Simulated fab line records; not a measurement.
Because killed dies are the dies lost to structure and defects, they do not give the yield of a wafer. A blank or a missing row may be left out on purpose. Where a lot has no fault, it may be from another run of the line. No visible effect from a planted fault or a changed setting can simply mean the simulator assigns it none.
Chamber matching | flow n5 finfet | ald sin-02 running N5_FIN_SAQP_SPACER2_ALD_28: 4 sister chambers
The step deposits SiO2, target thk 8.1 nm, pulse time 1 s, purge time 2 s. 22 wafers are shown with their chamber, then 11 later ones without.

== WAFERS, EACH WITH ITS CHAMBER ==
wafer  | chamber | heater power w (W) | precursor pulse height rel
L074.1 | 2       | 466                | 1.043
L074.5 | 2       | 481                | 0.983
L074.6 | 1       | 464                | 0.996
L079.3 | 3       | 506                | 1.011
L079.4 | 1       | 475                | 0.981
L079.6 | 3       | 502                | 0.975
L080.1 | 2       | 480                | 0.959
L080.3 | 3       | 514                | 1.011
L080.6 | 2       | 472                | 1.007
L083.1 | 0       | 531                | 0.985
L083.2 | 2       | 488                | 1.024
L083.4 | 3       | 512                | 0.999
L086.1 | 3       | 497                | 0.982
L086.3 | 1       | 472                | 1.010
L086.6 | 1       | 470                | 0.989
L090.1 | 3       | 507                | 1.001
L090.4 | 1       | 471                | 0.955
L090.5 | 3       | 510                | 0.960
L091.3 | 1       | 465                | 1.005
L091.5 | 1       | 465                | 1.009
L091.6 | 2       | 492                | 1.036
L092.3 | 2       | 493                | 1.013

SIGNATURES, as means of the wafers listed above
reading                    | chamber 0 | chamber 1 | chamber 2 | chamber 3 | scatter within a chamber
heater power w             | 531.00    | 468.86    | 481.71    | 506.86    | 7.2
precursor pulse height rel | 0.98500   | 0.99214   | 1.00929   | 0.99129   | 0.0234
Rule: a wafer lies at a distance from a chamber equal to the root of the sum of squares, over the readings, of (its reading less the chamber's mean, divided by the reading's scatter). The wafer belongs to the nearest chamber; if the next one is less than 2 further off, it can't be placed. The scatter: take each reading less its chamber's mean, square it, sum over the shown wafers, divide by the number of wafers less the number of chambers, and take the root.

== WAFERS WITH NO CHAMBER GIVEN ==
wafer  | heater power w (W) | precursor pulse height rel
L092.4 | 518                | 1.009
L092.6 | 529                | 1.006
L093.1 | 487                | 1.005
L093.2 | 531                | 1.016
L093.4 | 467                | 1.006
L094.1 | 459                | 0.977
L094.2 | 492                | 0.983
L094.5 | 505                | 0.996
L096.2 | 466                | 0.992
L096.3 | 504                | 0.997
L096.4 | 521                | 1.012

== CHAMBER TAKEN BY EACH ==
wafer  | from the rows above          | in truth
L092.4 | can't be placed: 3 or 0      | 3
L092.6 | 0                            | 0
L093.1 | can't be placed: 2 or 1      | 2
L093.2 | 0                            | 0
L093.4 | can't be placed: 1 or 2      | 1
L094.1 | can't be placed: 1 or 2      | 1
L094.2 | can't be placed: 2 or 3 or 1 | 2
L094.5 | 3                            | 3
L096.2 | can't be placed: 1 or 2      | 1
L096.3 | 3                            | 3
L096.4 | can't be placed: 0 or 3      | 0
Correct placement for 4 of the 11. From these rows, 7 cannot be placed; in 7 the true chamber is one of the candidates. Placed wrongly: 0.
